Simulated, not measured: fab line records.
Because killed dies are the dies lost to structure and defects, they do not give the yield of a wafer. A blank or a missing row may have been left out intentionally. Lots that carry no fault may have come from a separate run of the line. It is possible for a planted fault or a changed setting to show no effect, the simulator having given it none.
Which tool is to blame?	flow nand-harc	12 lots with 36 wafers sampled at 5 steps, on a route of 1302 steps

## WHAT THE GAUGES SHOWED, per wafer
NHARC_A_SGD_CUT_THK_MEAS_22: measures by ellipsometry. Usual: thk-nm 148.4 nm, standard deviation 1.4.
lot	measured	on	thk-nm (nm)	flag
L718	day 19 07:55	film-metro-01	147.7 148.3 149.3	
L720	day 19 23:11	film-metro-02	148.7 149.1 147.5	
L719	day 19 23:11	film-metro-01	148.4 147.5 147.5	
L721	day 19 23:19	film-metro-01	149.2 149.4 146.7	
L722	day 20 18:56	film-metro-01	149.1 147.1 147.3	
L723	day 21 02:14	film-metro-02	147.9 147.0 149.1	
L724	day 21 19:53	film-metro-01	151.2 149.6 147.7	
L727	day 23 11:19	film-metro-02	149.6 149.9 149.9	
L728	day 23 16:53	film-metro-02	147.3 148.3 147.7	
L729	day 24 03:04	film-metro-02	147.0 149.2 147.8	
L737	day 27 09:38	film-metro-01	83.0 151.4 147.3	OFF
L741	day 29 06:41	film-metro-02	147.4 146.6 148.3	

NHARC_A_SGD_CUT_INSPECT_25. Usual: raw-defect-count 409, standard deviation 83.
lot	measured	on	raw-defect-count	flag
L718	day 19 08:23	defect-inspect-01	413 396 728	
L720	day 19 23:40	defect-inspect-01	537 423 304	
L719	day 19 23:46	defect-inspect-02	399 384 441	
L721	day 19 23:50	defect-inspect-01	433 691 430	
L722	day 20 19:24	defect-inspect-02	372 427 459	
L723	day 21 02:41	defect-inspect-02	347 327 327	
L724	day 21 20:21	defect-inspect-01	440 452 514	
L727	day 23 11:47	defect-inspect-01	342 309 378	
L728	day 23 17:22	defect-inspect-02	529 403 479	
L729	day 24 03:32	defect-inspect-01	329 334 529	
L737	day 27 10:07	defect-inspect-02	314 353 351	
L741	day 29 07:10	defect-inspect-01	501 500 454	

## TOOL THAT RAN EACH LOT (tool first, then ch and the chambers of the sampled wafers, then the start)
lot	NHARC_A_SGD_CUT_DEP_20	NHARC_A_SGD_CUT_CMP_21	NHARC_A_SGD_CUT_ETCHBACK_24
L718	fcvd-01 ch 0,1, day 19 00:27	cmp-02 ch 1,2, day 19 07:40	rie-diel-08 ch 1,2, day 19 08:10
L720	fcvd-01 ch 0,1, day 19 15:49	cmp-01 ch 0,1, day 19 22:56	rie-diel-08 ch 0,2,3, day 19 23:25
L719	fcvd-02 ch 0,1, day 19 16:10	cmp-04 ch 1,2,3, day 19 22:58	rie-diel-06 ch 1,2,3, day 19 23:25
L721	fcvd-01 ch 0,1, day 19 18:47	cmp-02 ch 0,2,3, day 19 23:07	rie-diel-02 ch 0,1,3, day 19 23:38
L722	fcvd-02 ch 0, day 20 14:03	cmp-04 ch 1,3, day 20 18:43	rie-diel-08 ch 0,1,3, day 20 19:10
L723	fcvd-02 ch 0, day 20 21:13	cmp-04 ch 1,3, day 21 02:00	rie-diel-02 ch 1,2, day 21 02:27
L724	fcvd-01 ch 0,1, day 21 13:50	cmp-04 ch 2,3, day 21 19:38	rie-diel-02 ch 0,3, day 21 20:07
L727	fcvd-01 ch 0,1, day 23 03:52	cmp-04 ch 2,3, day 23 11:05	rie-diel-02 ch 0,1,3, day 23 11:35
L728	fcvd-02 ch 0,1, day 23 11:49	cmp-04 ch 0,1,2, day 23 16:39	rie-diel-02 ch 1,2,3, day 23 17:07
L729	fcvd-02 ch 1, day 23 19:37	cmp-01 ch 0,3, day 24 02:49	rie-diel-06 ch 1,2,3, day 24 03:17
L737	fcvd-02 ch 1, day 27 04:27	cmp-04 ch 1,2,3, day 27 09:23	rie-diel-02 ch 1,2,3, day 27 09:52
L741	fcvd-01 ch 0, day 29 01:41	cmp-04 ch 1,2, day 29 06:28	rie-diel-02 ch 1,3, day 29 06:55
- NHARC_A_SGD_CUT_DEP_20: deposits SiO2, target thk 150 nm.
- NHARC_A_SGD_CUT_CMP_21: polishes, target thk 148.19 nm.
- NHARC_A_SGD_CUT_ETCHBACK_24: etches the open film in CH3F/O2, target depth 50 nm, time 92.857 s.

## AS READ BY THE TOOLS THEMSELVES (means over the sampled wafers that have a number; for cases with no such wafer, the mark the record gives instead)
NHARC_A_SGD_CUT_CMP_21. Usual: motor-current-A 12.2 A, standard deviation 1.4; time-to-endpoint-s 50 s, standard deviation 3.1.
lot	tool	motor-current-A (A)	time-to-endpoint-s (s)	flag
L718	cmp-02	12.6	50	
L720	cmp-01	13.5	49	
L719	cmp-04	12.4	50	
L721	cmp-02	11.9	47	
L722	cmp-04	10.7	51	
L723	cmp-04	11.6	51	
L724	cmp-04	12.9	57	
L727	cmp-04	11.6	55	
L728	cmp-04	12.9	52	
L729	cmp-01	13.0	49	
L737	cmp-04	12.5	39	OFF
L741	cmp-04	13.1	47	

NHARC_A_SGD_CUT_ETCHBACK_24. Usual: drypump-motor-current-A 5.6 A, standard deviation 0.52; oes-product-au 0.97 a.u., standard deviation 0.031; rf-fwd-power-W 496.3 W, standard deviation 1.9; rf-vpp-V 243.9 V, standard deviation 1.6; showerhead-plenum-p-Torr 2.43 Torr, standard deviation 0.1; throttle-valve-pct 20.663 %, standard deviation 0.0086.
lot	tool	drypump-motor-current-A (A)	oes-product-au (a.u.)	rf-fwd-power-W (W)	rf-vpp-V (V)	showerhead-plenum-p-Torr (Torr)	throttle-valve-pct (%)	flag
L718	rie-diel-08	5.0	1.02	497.3	243.7	2.41	20.665	
L720	rie-diel-08	5.7	0.92	494.9	245.2	2.48	20.656	
L719	rie-diel-06	5.3	1.01	496.7	244.1	2.46	20.665	
L721	rie-diel-02	5.8	0.97	496.3	243.6	2.38	20.668	
L722	rie-diel-08	5.8	0.93	495.8	245.5	2.50	20.664	
L723	rie-diel-02	5.5	0.98	498.8	245.0	2.46	20.664	
L724	rie-diel-02	5.9	0.99	496.2	243.5	2.38	20.661	
L727	rie-diel-02	5.7	0.99	496.9	243.0	2.38	20.662	
L728	rie-diel-02	5.8	0.99	498.9	244.9	2.45	20.663	
L729	rie-diel-06	5.3	1.00	496.0	243.3	2.45	20.663	
L737	rie-diel-02	5.8	0.96	496.4	243.2	2.44	20.665	
L741	rie-diel-02	5.6	0.95	497.7	243.4	2.37	20.659	

## THE ANSWER, worked out from the rows above alone
Rule: lot off if the mean of its wafers having a number is beyond 3 standard deviations from the usual mean. A lot without any number at a reading at which 4 lots or more have one is off too. Where the step has rows for the other lots, those lots are counted as sound. After the gauges, taken in route order, come the tools' own readings; for these a lot's mean is taken, as printed above. At the first step where some lot is off, the reading lying furthest off is the one used; lots without a number count as furthest.
Off at NHARC_A_SGD_CUT_THK_MEAS_22 (thk-nm): L737.
A tool fits if, at a process step before that reading, it ran every lot that is off, and no sound lot after the first of them. Not tried: the gauges at NHARC_A_SGD_CUT_THK_MEAS_22; whatever is off there is also off at NHARC_A_SGD_CUT_CMP_21, on other tools, and gauge error can't account for it. One fits: NHARC_A_SGD_CUT_DEP_20 on fcvd-02. A fault onset in the window from L729 (day 23 19:37, its last sound lot) to L737 (day 27 04:27, its first lot off) fits.

## WHAT THE SIMULATOR HAD INSERTED
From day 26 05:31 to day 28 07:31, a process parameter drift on fcvd-02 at NHARC_A_SGD_CUT_DEP_20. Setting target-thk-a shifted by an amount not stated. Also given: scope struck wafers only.
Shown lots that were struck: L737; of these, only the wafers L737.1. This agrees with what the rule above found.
